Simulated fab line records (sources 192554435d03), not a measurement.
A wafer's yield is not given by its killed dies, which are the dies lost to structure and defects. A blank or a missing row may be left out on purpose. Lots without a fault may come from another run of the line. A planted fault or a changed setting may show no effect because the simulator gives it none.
Split-lot experiment :: flow n5Finfet :: 21 wafers read across 7 lots, on a route 1938 steps long

## SPLIT DETAILS
At N5_BEOL_M3_EXPOSE_08 (exposes mask M3), the setting doseMj was moved away from the recipe's 33 on 6 of the 21 wafers read, by +4.2% to +5.2%. For the rest of the wafers, this setting stayed at what the recipe calls for.

## FROM THE SPLIT TO THE READING: what the file shows between them, 12 steps
- N5_BEOL_M3_PEB_09: peb time 60 s
- N5_BEOL_M3_DEVELOP_10: develop time 30 s
- N5_BEOL_M3_CD_MEAS_11: target cd 17.05 nm
- N5_BEOL_M3_DESCUM_16: chemistry O2, time 7 s
- N5_BEOL_M3_ETCH_74: etches underlayer in N2/H2, target depth 6.5 nm, time 5.2 s
- N5_BEOL_M3_ETCH_63: etches SiARC in CF4, target depth 15.6 nm, time 26 s
- N5_BEOL_M3_ETCH_64: etches SOC in N2/H2, target depth 75 nm, overetch 15 nm, time 112.5 s (also split here: timeS)
- N5_BEOL_M3_STRIP_65: strips in N2/H2
- N5_BEOL_M3_STRIP_75: strips in N2/H2
- N5_BEOL_M3_STRIP_66: strips in CF4
- N5_BEOL_M3_HM_OPEN_17: chemistry Cl2/BCl3, target TiN, target depth 20 nm, overetch 6 nm
- N5_BEOL_M3_STRIP_19: strips in O2

## THE READING
cdNm, in nm, at N5_BEOL_M3_CD_MEAS_18 (pitch 36 nm, target cd 18 nm). A value of 17.97 nm with a standard deviation of 0.27 nm is what fault-free wafers of this fab line usually give.

wafer: L074.3
tool, chamber at the split: euvScanner-02, 0
doseMj as run: 33
against the recipe: recipe
cdNm, nm: 17.67
against lot-mates on the recipe: -

wafer: L074.4
tool, chamber at the split: euvScanner-02, 0
doseMj as run: 33
against the recipe: recipe
cdNm, nm: 18.05
against lot-mates on the recipe: -

wafer: L074.5
tool, chamber at the split: euvScanner-02, 0
doseMj as run: 33
against the recipe: recipe
cdNm, nm: 18.26
against lot-mates on the recipe: -

wafer: L075.1
tool, chamber at the split: euvScanner-01, 0
doseMj as run: 33
against the recipe: recipe
cdNm, nm: 18.00
against lot-mates on the recipe: -

wafer: L075.2
tool, chamber at the split: euvScanner-01, 0
doseMj as run: 33
against the recipe: recipe
cdNm, nm: 18.94
against lot-mates on the recipe: -

wafer: L075.3
tool, chamber at the split: euvScanner-01, 0
doseMj as run: 33
against the recipe: recipe
cdNm, nm: 18.31
against lot-mates on the recipe: -

wafer: L082.2
tool, chamber at the split: euvScanner-01, 0
doseMj as run: 34.4
against the recipe: +4.2%
cdNm, nm: 18.90
against lot-mates on the recipe: no lot-mate on the recipe

wafer: L082.4
tool, chamber at the split: euvScanner-01, 0
doseMj as run: 34.4
against the recipe: +4.2%
cdNm, nm: 18.59
against lot-mates on the recipe: no lot-mate on the recipe

wafer: L082.6
tool, chamber at the split: euvScanner-01, 0
doseMj as run: 34.4
against the recipe: +4.2%
cdNm, nm: 18.79
against lot-mates on the recipe: no lot-mate on the recipe

wafer: L089.1
tool, chamber at the split: euvScanner-01, 0
doseMj as run: 33
against the recipe: recipe
cdNm, nm: 17.34
against lot-mates on the recipe: -

wafer: L089.3
tool, chamber at the split: euvScanner-01, 0
doseMj as run: 34.64
against the recipe: +5.0%
cdNm, nm: 18.75
against lot-mates on the recipe: +1.30

wafer: L089.4
tool, chamber at the split: euvScanner-01, 0
doseMj as run: 33
against the recipe: recipe
cdNm, nm: 17.55
against lot-mates on the recipe: -

wafer: L093.3
tool, chamber at the split: euvScanner-02, 0
doseMj as run: 33
against the recipe: recipe
cdNm, nm: 17.57
against lot-mates on the recipe: -

wafer: L093.4
tool, chamber at the split: euvScanner-02, 0
doseMj as run: 33
against the recipe: recipe
cdNm, nm: 18.08
against lot-mates on the recipe: -

wafer: L093.6
tool, chamber at the split: euvScanner-02, 0
doseMj as run: 33
against the recipe: recipe
cdNm, nm: 17.76
against lot-mates on the recipe: -

wafer: L094.2
tool, chamber at the split: euvScanner-01, 0
doseMj as run: 34.71
against the recipe: +5.2%
cdNm, nm: 19.30
against lot-mates on the recipe: +1.02

wafer: L094.3
tool, chamber at the split: euvScanner-01, 0
doseMj as run: 33
against the recipe: recipe
cdNm, nm: 18.61
against lot-mates on the recipe: -

wafer: L094.4
tool, chamber at the split: euvScanner-01, 0
doseMj as run: 33
against the recipe: recipe
cdNm, nm: 17.96
against lot-mates on the recipe: -

wafer: L096.2
tool, chamber at the split: euvScanner-02, 0
doseMj as run: 33
against the recipe: recipe
cdNm, nm: 17.97
against lot-mates on the recipe: -

wafer: L096.4
tool, chamber at the split: euvScanner-02, 0
doseMj as run: 33
against the recipe: recipe
cdNm, nm: 18.26
against lot-mates on the recipe: -

wafer: L096.5
tool, chamber at the split: euvScanner-02, 0
doseMj as run: 34.73
against the recipe: +5.2%
cdNm, nm: 19.73
against lot-mates on the recipe: +1.61

FIT RESULTS
A straight line over all 21 wafers: cdNm changes by +0.217 nm for each +1% of doseMj; r = +0.77; the points scatter about the line by 0.4 nm.
The same after taking each lot's own level away (the mean of its wafers on the recipe; 18 wafers): +0.256 nm for each +1%; r = +0.88; scatter 0.28 nm.
That fit puts the effect of the largest move of doseMj on the reading at 1.3 nm.
The lots' own levels span 17.445 to 18.417 nm, that is 3.6 times the standard deviation above.
So the lot-to-lot level blurs the effect unless lot-mates are compared.
Check: for one of the wafers moved furthest among these (+5.2%), held out of the fit, the line's prediction against its lot-mates is +1.19 nm. It came out at +1.61 nm against them.

## THESE WAFERS: OTHER SPLITS
Note: prior to the reading, these wafers also went through further splits. Each is held against what the fit with the lots' levels taken away leaves over:
other split on the same wafers: N5_BEOL_M1_EXPOSE_25 doseMj
wafers away from the commonest value: 6
r with cdNm (lot level and that fit taken away): -0.14

other split on the same wafers: N5_BEOL_M2_ETCH_69 biasW
wafers away from the commonest value: 6
r with cdNm (lot level and that fit taken away): +0.08

other split on the same wafers: N5_BEOL_M2_TRENCH_ETCH_37 biasW
wafers away from the commonest value: 4
r with cdNm (lot level and that fit taken away): +0.02

other split on the same wafers: N5_BEOL_M3_ETCH_64 timeS
wafers away from the commonest value: 5
r with cdNm (lot level and that fit taken away): +0.25

## THE WHOLE CHAIN: every reading that the file lists as answering this split, in the file's order
step: N5_BEOL_M3_CD_MEAS_11
what it does: target cd 17.05 nm
reading: cdNm
change (the file's fit): +0.205 nm for each +1% of the setting
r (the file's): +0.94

step: N5_BEOL_M3_ETCH_74
what it does: etches underlayer in N2/H2, target depth 6.5 nm, time 5.2 s
reading: BEOL_M3.cdOffsetNm (the simulator's own value, which no gauge read)
change (the file's fit): +0.221 nm for each +1% of the setting
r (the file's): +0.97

step: N5_BEOL_M3_ETCH_63
what it does: etches SiARC in CF4, target depth 15.6 nm, time 26 s
reading: BEOL_M3.cdOffsetNm (the simulator's own value, which no gauge read)
change (the file's fit): +0.201 nm for each +1% of the setting
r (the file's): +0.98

step: N5_BEOL_M3_ETCH_64
what it does: etches SOC in N2/H2, target depth 75 nm, overetch 15 nm, time 112.5 s
reading: BEOL_M3.cdOffsetNm (the simulator's own value, which no gauge read)
change (the file's fit): +0.247 nm for each +1% of the setting
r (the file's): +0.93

step: N5_BEOL_M3_CD_MEAS_18
what it does: pitch 36 nm, target cd 18 nm
reading: cdNm
change (the file's fit): +0.256 nm for each +1% of the setting
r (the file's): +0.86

## FILE'S OWN FIT
cdNm changes by +0.256 nm for each +1% of doseMj, r = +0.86.
